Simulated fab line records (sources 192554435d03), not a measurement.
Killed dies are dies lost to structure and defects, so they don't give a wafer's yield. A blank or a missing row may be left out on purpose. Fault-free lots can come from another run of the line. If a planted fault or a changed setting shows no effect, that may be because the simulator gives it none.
fab line records	flow n5Finfet
[record] lots = 6	wafers = 17	lastDay = 18
route steps=1938 shown BEOL_M2@845 BEOL_M4@1111
lots that met no fault: from a run of the same line without faults
startH: the number of hours between the record's first day and the start of the first shown wafer of the lot	waitH: how many hours have passed since the lot's step before this one	" unchanged from the row above	L1.1+2: one row covering several wafers at once	- no value, or no start was given	* or withheld: withheld	< > ~ a bound
route shown NAME@n: a module of which the file shows steps, and the number in the route of the first	usual: average and standard deviation across the fault-free wafers	same: alike in all rows	chamber/n: place in a boat	sites: each site's reading	_std_site: standard deviation of those values	_edge_site: inner sites' mean taken away from outer sites' mean	radiusMm: how far each site lies from the wafer's centre	mask NAME#n: copy n	behind: tool/chamber where the wafer was last shaped	hold: reason for holding the lot/hours on hold/outcome of the hold	device: the transistor (n, p or np) that didn't switch	end of line: at the end of the route, the tests of the same wafers	a step with no rows: only its recipe	killed: count of dies lost to structure and defects at first sort (not the wafer's yield)	map: a wafer's dies, x killed, . not, _ none there
set.NAME: setting as actually run; set.NAME@STEP: the setting as run at that earlier step	model.NAME: the simulator's own value behind a step, which no gauge read
lots at selected steps of the route; one table per step, one row per wafer
services: when a tool's chamber went out of use (startH, in hours from the record's first day, below 0 if earlier), for how many hours, and the reason
[[steps]]
[step N5_BEOL_M2_COAT_61]
[recipe] resist = SOC	tempC = 250	timeS = 60	spinRpm = 1500	resistThkNm = 60
[step N5_BEOL_M2_COAT_62]
[recipe] resist = SiARC	tempC = 220	timeS = 60	spinRpm = 1500	resistThkNm = 12
[step N5_BEOL_M2_COAT_73]
[recipe] resist = underlayer	tempC = 205	timeS = 60	spinRpm = 1500	resistThkNm = 5
[step N5_BEOL_M2_COAT_05]
[recipe] resist = CAR-EUV	spinRpm = 1500	resistThkNm = 30
[step N5_BEOL_M2_EBR_07]
[recipe] solvent = PGMEA	ebrWidthMm = 1.5
[step N5_BEOL_M2_SOFTBAKE_06]
[recipe] tempC = 110	timeS = 60	resist = CAR-EUV
[step N5_BEOL_M2_EXPOSE_08]
[recipe] maskId = M2	na = 0.33	sourceShape = dipole	sigmaInner = 0.369	sigmaOuter = 0.767	polarization = unpolarized	doseMj = 41.25
[step N5_BEOL_M2_PEB_09]
[recipe] pebTempC = 100	pebTimeS = 60	resist = CAR-EUV
[step N5_BEOL_M2_DEVELOP_10]
[recipe] developTimeS = 30	developer = TMAH	resist = CAR-EUV	rinseLiquid = surfactantRinse	dry = airSpin	devTempC = 23
[step N5_BEOL_M2_CD_MEAS_11]
[recipe] targetCdNm = 16.79	landingEnergyEv = 500	detector = seInlens	polarity = opening
[usual] cdNm = 16.85/0.23
lot.wafer	tool	chamber	startH	waitH	cdNm
L112.1	cdSem-02	0	173.38	-	16.92
L112.4	"	0	"	"	16.73
L112.6	"	0	"	"	16.79
L113.1	cdSem-01	0	185.72	-	16.86
L113.2	"	0	"	"	16.58
L113.5	"	0	"	"	16.36
L120.1	cdSem-03	0	230.28	-	16.94
L120.3	"	0	"	"	16.58
L120.5	"	0	"	"	17.01
L124.3	cdSem-03	0	261.40	-	16.82
L124.4	"	0	"	"	16.62
L124.5	"	0	"	"	17.11
L125.1	cdSem-02	0	268.57	-	16.76
L125.2	"	0	"	"	16.81
L125.4	"	0	"	"	16.71
L128.1	cdSem-02	0	275.32	-	16.58
L128.5	"	0	"	"	16.97
[step N5_BEOL_M2_OVL_MEAS_12]
[recipe] pointsPerWafer = 522
[usual] M2_OVL = -0.5/0.56
lot.wafer	tool	chamber	startH	waitH	M2_OVL[nm]
L112.1	overlay-01	0	173.41	0.0	-0.7
L112.4	"	0	"	"	-0.5
L112.6	"	0	"	"	-0.3
L113.1	overlay-02	0	185.75	0.0	-0.7
L113.2	"	0	"	"	-0.7
L113.5	"	0	"	"	0.1
L120.1	overlay-01	0	230.31	0.0	-0.7
L120.3	"	0	"	"	-0.5
L120.5	"	0	"	"	-0.6
L124.3	overlay-01	0	261.44	0.0	-0.2
L124.4	"	0	"	"	-0.2
L124.5	"	0	"	"	-0.8
L125.1	overlay-01	0	268.60	0.0	-0.7
L125.2	"	0	"	"	-2.2
L125.4	"	0	"	"	-1.4
L128.1	overlay-02	0	275.35	0.0	-0.7
L128.5	"	0	"	"	-1.1
[step N5_BEOL_M2_INSPECT_13]
[recipe] mode = adi	inspectInstrument = brightfield
[usual] rawDefectCount = 400/81
lot.wafer	tool	chamber	startH	waitH	rawDefectCount
L112.1	defectInspect-02	-	173.47	0.1	326
L112.4	"	-	"	"	361
L112.6	"	-	"	"	388
L113.1	defectInspect-01	-	185.81	0.1	409
L113.2	"	-	"	"	322
L113.5	"	-	"	"	643
L120.1	defectInspect-02	-	230.61	0.3	364
L120.3	"	-	"	"	359
L120.5	"	-	"	"	548
L124.3	defectInspect-01	-	261.49	0.0	523
L124.4	"	-	"	"	534
L124.5	"	-	"	"	416
L125.1	defectInspect-01	-	268.66	0.1	333
L125.2	"	-	"	"	289
L125.4	"	-	"	"	330
L128.1	defectInspect-02	-	275.41	0.1	438
L128.5	"	-	"	"	447
[step N5_BEOL_M2_DESCUM_16]
[recipe] chemistry = O2	timeS = 7	sourcePowerW = 50	biasPowerW = 20	pressureMtorr = 20	rfFrequencyHz = 2.712e+07	tempC = 40	resist = CAR-EUV	o2FlowSccm = 225
[usual] biasPowerW = 20.01/0.061	drypumpMotorCurrentA = 5.7/0.38	oesProductAu = 0.82/0.096	rfFwdPowerW = 49.38/0.24	rfVppV = 243.4/1.3	showerheadPlenumPTorr = 2.12/0.063	throttleValvePct = 20.40/0.2
lot.wafer	tool	chamber	startH	waitH	biasPowerW	drypumpMotorCurrentA	oesProductAu	rfFwdPowerW	rfHoursCounterH	rfVppV	showerheadPlenumPTorr	throttleValvePct	model.CAR-EUV_of_BEOL_M2_COAT_05.thkNm
L112.1	rieDiel-06	3	173.63	0.2	20.02	5.7	0.90	49.21	21	243.8	2.12	20.01	24.8
L112.4	"	2	"	"	19.99	6.4	0.92	49.75	-	244.5	2.16	20.34	26.2
L112.6	"	0	"	"	19.92	5.3	0.68	49.05	-	241.6	1.99	20.49	26
L113.1	rieDiel-06	2	185.85	0.0	20.02	6.4	0.92	49.61	17	243.5	2.16	20.34	26
L113.2	"	3	"	"	19.85	5.7	0.90	49.11	25	244.6	2.12	20.00	24.8
L113.5	"	2	"	"	20.01	6.4	0.91	49.64	-	241.0	2.16	20.35	26
L120.1	rieDiel-05	2	230.64	0.0	20.04	5.7	0.76	49.43	140	244.1	2.19	20.44	26.2
L120.3	"	0	"	"	20.07	5.3	0.89	49.39	28	242.4	2.06	20.45	26.4
L120.5	"	1	"	"	20.06	6.1	0.88	49.14	-	242.4	2.14	20.20	26.2
L124.3	rieDiel-04	1	261.67	0.2	20.07	5.4	0.99	49.41	4	244.2	2.15	20.24	26
L124.4	"	0	"	"	20.02	5.3	0.88	49.04	-	244.2	2.15	20.41	26
L124.5	"	2	"	"	19.99	5.8	0.79	49.49	-	244.4	2.20	20.61	26.2
L125.1	rieDiel-06	3	268.69	0.0	19.92	5.7	0.84	49.22	52	243.2	2.11	20.05	26
L125.2	"	2	"	"	20.01	6.4	0.86	49.68	44	245.2	2.15	20.39	26
L125.4	"	0	"	"	20.01	5.3	0.66	49.12	239	241.4	1.98	20.53	26
L128.1	rieDiel-05	2	275.45	0.0	20.06	5.7	0.74	49.83	158	244.7	2.18	20.47	26
L128.5	"	1	"	"	20.02	6.1	0.84	49.34	-	245.0	2.13	20.24	26
[step N5_BEOL_M2_ETCH_74]
[recipe] chemistry = N2/H2	target = underlayer	targetDepthA = 65	maskMaterial = CAR-EUV	timeS = 5.2	ionEnergyEv = 200	pressureMtorr = 30	sourceW = 840	biasW = 150	n2FlowSccm = 200	h2FlowSccm = 200	ends = cleared
[usual] biasW = 150.1/0.44	drypumpMotorCurrentA = 5.7/0.39	etchRfOnTimeS = 5.18/0.14	oesProductAu = 0.70/0.084	rfFwdPowerW = 819.2/2.7	rfVppV = 524.8/2.4	showerheadPlenumPTorr = 2.58/0.074	throttleValvePct = 17.80/0.27
lot.wafer	tool	chamber	startH	waitH	biasW	drypumpMotorCurrentA	etchRfOnTimeS	oesProductAu	rfFwdPowerW	rfHoursCounterH	rfVppV	showerheadPlenumPTorr	throttleValvePct
L112.1	rieDiel-06	3	173.67	0.0	149.5	5.7	5.15	0.77	819.0	21	527.0	2.60	17.51
L112.4	"	2	"	"	149.3	6.4	5.15	0.82	821.1	-	525.1	2.58	17.44
L112.6	"	0	"	"	150.1	5.3	5.38	0.57	819.5	-	520.7	2.40	17.80
L113.1	rieDiel-06	2	185.88	0.0	149.9	6.4	5.19	0.80	817.1	17	523.5	2.58	17.43
L113.2	"	3	"	"	150.2	5.7	5.22	0.74	820.6	25	526.4	2.60	17.53
L113.5	"	2	"	"	149.8	6.4	5.19	0.80	820.9	-	525.9	2.58	17.42
L120.1	rieDiel-05	2	230.68	0.0	149.6	5.7	5.14	0.65	818.6	140	525.7	2.67	18.07
L120.3	"	0	"	"	150.4	5.4	5.38	0.73	822.3	28	522.1	2.51	17.90
L120.5	"	1	"	"	150.7	6.1	5.01	0.74	818.7	-	523.4	2.58	17.48
L124.3	rieDiel-04	1	261.70	0.0	150.5	5.4	5.08	0.82	820.5	4	523.8	2.62	17.89
L124.4	"	0	"	"	150.4	5.3	5.02	0.77	815.7	-	525.9	2.58	17.66
L124.5	"	2	"	"	149.9	5.9	5.18	0.67	817.6	-	528.3	2.64	17.82
L125.1	rieDiel-06	3	268.73	0.0	150.2	5.7	5.11	0.71	820.4	52	525.1	2.59	17.57
L125.2	"	2	"	"	149.7	6.4	5.16	0.76	815.6	44	524.3	2.57	17.48
L125.4	"	0	"	"	149.6	5.4	5.37	0.56	818.1	239	520.8	2.39	17.88
L128.1	rieDiel-05	2	275.48	0.0	150.4	5.7	5.11	0.63	824.4	158	527.4	2.67	18.13
L128.5	"	1	"	"	149.7	6.2	5.13	0.71	820.7	-	525.5	2.58	17.51
[step N5_BEOL_M2_ETCH_63]
[recipe] chemistry = CF4	target = SiARC	targetDepthA = 156	maskMaterial = CAR-EUV	timeS = 26	ionEnergyEv = 80	pressureMtorr = 40	sourceW = 545	biasW = 36	Ar_flow_sccm = 100	cf4FlowSccm = 100	ends = cleared
[usual] biasW = 36.02/0.11	drypumpMotorCurrentA = 5.7/0.38	etchRfOnTimeS = 25.9/0.73	oesProductAu = 0.70/0.083	rfFwdPowerW = 532.3/2.3	rfVppV = 184.3/1.2	showerheadPlenumPTorr = 2.17/0.056	throttleValvePct = 15.57/0.25
lot.wafer	tool	chamber	startH	waitH	biasW	drypumpMotorCurrentA	etchRfOnTimeS	oesProductAu	rfFwdPowerW	rfHoursCounterH	rfVppV	showerheadPlenumPTorr	throttleValvePct	model.BEOL_M2.cdOffsetNm
L112.1	rieDiel-06	3	173.69	0.0	36.23	5.7	25.7	0.77	531.1	21	184.7	2.18	15.26	0.4
L112.4	"	2	"	"	35.91	6.4	26.2	0.81	538.3	-	185.8	2.18	15.28	0
L112.6	"	0	"	"	35.80	5.3	27.1	0.57	533.2	-	183.3	2.06	15.82	0.2
L113.1	rieDiel-06	2	185.90	0.0	35.95	6.4	26.2	0.80	537.8	17	184.4	2.17	15.26	0
L113.2	"	3	"	"	36.06	5.7	25.5	0.76	530.9	25	185.2	2.18	15.26	0.2
L113.5	"	2	"	"	36.01	6.4	26.2	0.80	536.1	-	185.1	2.17	15.27	-0.2
L120.1	rieDiel-05	2	230.70	0.0	35.71	5.7	25.7	0.65	530.8	140	186.5	2.24	15.69	-0.2
L120.3	"	0	"	"	35.92	5.4	27.2	0.74	529.2	28	183.9	2.10	15.42	0
L120.5	"	1	"	"	36.02	6.1	25.6	0.74	530.0	-	185.0	2.18	15.30	0
L124.3	rieDiel-04	1	261.72	0.0	35.78	5.4	25.8	0.82	531.5	4	185.0	2.19	15.33	-0.2
L124.4	"	0	"	"	35.80	5.3	25.6	0.78	534.7	-	184.1	2.18	15.47	-0.2
L124.5	"	2	"	"	36.01	5.8	25.9	0.67	531.9	-	185.9	2.24	15.79	0
L125.1	rieDiel-06	3	268.75	0.0	36.26	5.7	25.3	0.72	531.0	52	184.6	2.17	15.33	0
L125.2	"	2	"	"	35.88	6.4	26.2	0.76	537.5	44	185.8	2.16	15.31	-0.2
L125.4	"	0	"	"	36.13	5.3	27.1	0.56	532.7	239	180.9	2.05	15.90	0
L128.1	rieDiel-05	2	275.50	0.0	36.00	5.6	25.6	0.64	528.3	158	185.8	2.23	15.71	0
L128.5	"	1	"	"	36.17	6.1	25.4	0.71	531.3	-	184.4	2.18	15.32	0.4
[step N5_BEOL_M2_ETCH_64]
[recipe] chemistry = N2/H2	target = SOC	targetDepthA = 750	overetchA = 225	maskMaterial = SiARC	tempC = 40	timeS = 121.9	ionEnergyEv = 200	pressureMtorr = 30	sourceW = 840	biasW = 150	n2FlowSccm = 200	h2FlowSccm = 200
[usual] biasW = 150.1/0.43	drypumpMotorCurrentA = 5.7/0.39	oesProductAu = 0.62/0.073	rfFwdPowerW = 836.9/2.9	rfVppV = 524.8/2.2	showerheadPlenumPTorr = 2.58/0.074	throttleValvePct = 17.76/0.27
lot.wafer	tool	chamber	startH	waitH	biasW	drypumpMotorCurrentA	oesProductAu	rfFwdPowerW	rfHoursCounterH	rfVppV	showerheadPlenumPTorr	throttleValvePct
L112.1	rieDiel-06	3	173.71	0.0	150.2	5.7	0.68	836.0	21	526.5	2.60	17.47
L112.4	"	2	"	"	150.9	6.4	0.73	834.4	-	526.6	2.58	17.40
L112.6	"	0	"	"	150.8	5.4	0.52	834.4	-	519.2	2.40	17.77
L113.1	rieDiel-06	2	185.92	0.0	150.3	6.4	0.72	844.1	17	524.9	2.58	17.42
L113.2	"	3	"	"	150.5	5.7	0.67	835.5	25	525.4	2.60	17.49
L113.5	"	2	"	"	149.8	6.4	0.72	840.9	-	525.2	2.58	17.40
L120.1	rieDiel-05	2	230.72	0.0	150.4	5.7	0.58	839.7	140	527.4	2.67	18.00
L120.3	"	0	"	"	151.0	5.4	0.68	842.5	28	520.8	2.51	17.87
L120.5	"	1	"	"	150.2	6.1	0.65	836.3	-	524.8	2.58	17.44
L124.3	rieDiel-04	1	261.75	0.0	149.3	5.4	0.73	835.8	4	524.5	2.62	17.83
L124.4	"	0	"	"	150.2	5.3	0.68	838.5	-	525.8	2.58	17.61
L124.5	"	2	"	"	150.4	5.9	0.60	834.8	-	526.8	2.64	17.80
L125.1	rieDiel-06	3	268.77	0.0	149.0	5.7	0.62	839.8	52	523.9	2.59	17.54
L125.2	"	2	"	"	150.0	6.4	0.67	838.2	44	523.8	2.57	17.45
L125.4	"	0	"	"	150.2	5.3	0.51	837.1	239	520.8	2.39	17.83
L128.1	rieDiel-05	2	275.53	0.0	149.6	5.7	0.56	842.4	158	526.8	2.67	18.04
L128.5	"	1	"	"	150.9	6.1	0.63	838.1	-	524.7	2.58	17.46
[step N5_BEOL_M4_RC_MEAS_101]
[usual] DIBL_N = 36.1/2	DIBL_P = 36.3/2.5	IOFF_N = 0.16/0.037	IOFF_P = 0.21/0.039	ION_N = 678/15	ION_P = 465/8.7	SS_N = 71.4/0.7	SS_P = 73.3/0.74	VT_N = 249/3.6	VT_P = -250.0/2.9
lot.wafer	tool	chamber	startH	waitH	DIBL_N[mV/V]	DIBL_P[mV/V]	IOFF_N[nA/um]	IOFF_P[nA/um]	ION_N[uA/um]	ION_P[uA/um]	SS_N[mV/dec]	SS_P[mV/dec]	VT_N[mV]	VT_P[mV]
L112.1	prober-02	0	199.62	0.0	37.1	37.3	0.16	0.24	682	471	71.7	73.8	250	-248.0
L112.4	"	0	"	"	38.9	40.3	0.18	0.29	664	462	72.1	74.2	249	-248.7
L112.6	"	0	"	"	34.2	32.8	0.11	0.17	653	449	70.5	72.2	255	-251.8
L113.1	prober-02	0	232.92	0.0	34.1	35.9	0.13	0.16	673	463	70.8	72.2	253	-254.6
L113.2	"	0	"	"	34.2	36.3	0.13	0.16	677	459	70.8	72.2	252	-255.3
L113.5	"	0	"	"	37.2	39.5	0.19	0.22	695	469	71.4	73.8	247	-253.5
L120.1	prober-02	0	284.88	0.5	37.0	37.8	0.20	0.24	703	472	70.9	73.6	247	-248.4
L120.3	"	0	"	"	35.1	32.8	0.14	0.16	672	454	71.0	72.8	254	-252.4
L120.5	"	0	"	"	38.4	38.8	0.22	0.26	708	477	72.1	73.6	246	-246.3
L124.3	prober-02	0	308.58	0.3	34.3	35.7	0.13	0.20	681	470	70.7	73.4	254	-250.4
L124.4	"	0	"	"	34.2	35.2	0.14	0.20	667	456	70.6	72.8	250	-253.2
L124.5	"	0	"	"	38.5	40.9	0.22	0.27	704	481	71.8	73.7	245	-248.8
L128.1	prober-02	0	313.10	0.0	34.4	35.3	0.13	0.20	663	456	70.3	73.5	250	-248.7
L128.5	"	0	"	"	32.6	32.2	0.11	0.16	674	474	70.5	72.4	252	-252.8
L125.1	prober-02	0	318.63	0.0	37.6	38.3	0.21	0.28	701	476	71.8	74.5	244	-245.1
L125.2	"	0	"	"	37.0	35.8	0.17	0.23	676	458	71.6	73.8	248	-251.4
L125.4	"	0	"	"	37.3	36.7	0.19	0.25	683	461	71.7	73.7	244	-249.8
[[services]]
tool	chamber	startH	hours	kind
rieDiel-06	1	163.37	-	clean
rieDiel-06	1	163.37	-	consumableReplace:focusRing
rieDiel-06	1	163.37	11.2	scheduledDown
rieDiel-06	1	163.37	11.2	ventCycle
rieDiel-05	0	167.07	5.0	repair
rieDiel-04	2	175.54	3.6	repair
rieDiel-05	1	183.42	12.0	repair
rieDiel-04	0	197.28	-	clean
rieDiel-04	0	197.28	-	consumableReplace:focusRing
rieDiel-04	0	197.28	12.2	scheduledDown
rieDiel-04	0	197.28	12.2	ventCycle
rieDiel-05	-	205.16	0.7	repair
rieDiel-05	-	218.37	0.1	repair
rieDiel-04	1	229.60	-	clean
rieDiel-04	1	229.60	-	consumableReplace:focusRing
rieDiel-04	1	229.60	21.3	scheduledDown
rieDiel-04	1	229.60	21.3	ventCycle
rieDiel-05	3	242.46	40.9	repair
rieDiel-04	3	250.90	-	clean
rieDiel-04	3	250.90	-	consumableReplace:focusRing
rieDiel-04	3	250.90	25.0	scheduledDown
rieDiel-04	3	250.90	25.0	ventCycle
rieDiel-04	1	252.29	3.0	repair
[[key]]
firstSign none at tools or gauges
[modelEffect] step = N5_BEOL_M2_DESCUM_16	value = CAR-EUV_of_BEOL_M2_COAT_05.thkNm	without = 26	struck = 24.8
[modelEffect] step = N5_BEOL_M2_ETCH_63	value = BEOL_M2.cdOffsetNm	without = -0.1	struck = 0.3
metAt N5_BEOL_M2_DESCUM_16
struckWafers L112.1,L113.2
[fault] kind = processParameterDrift	tool = rieDiel-06	chamber = 3	onsetH = 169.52	steps = N5_BEOL_M2_DESCUM_16	channel = timeS	offset = *	shape = step	endH = 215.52	actsIn = *	stated = *
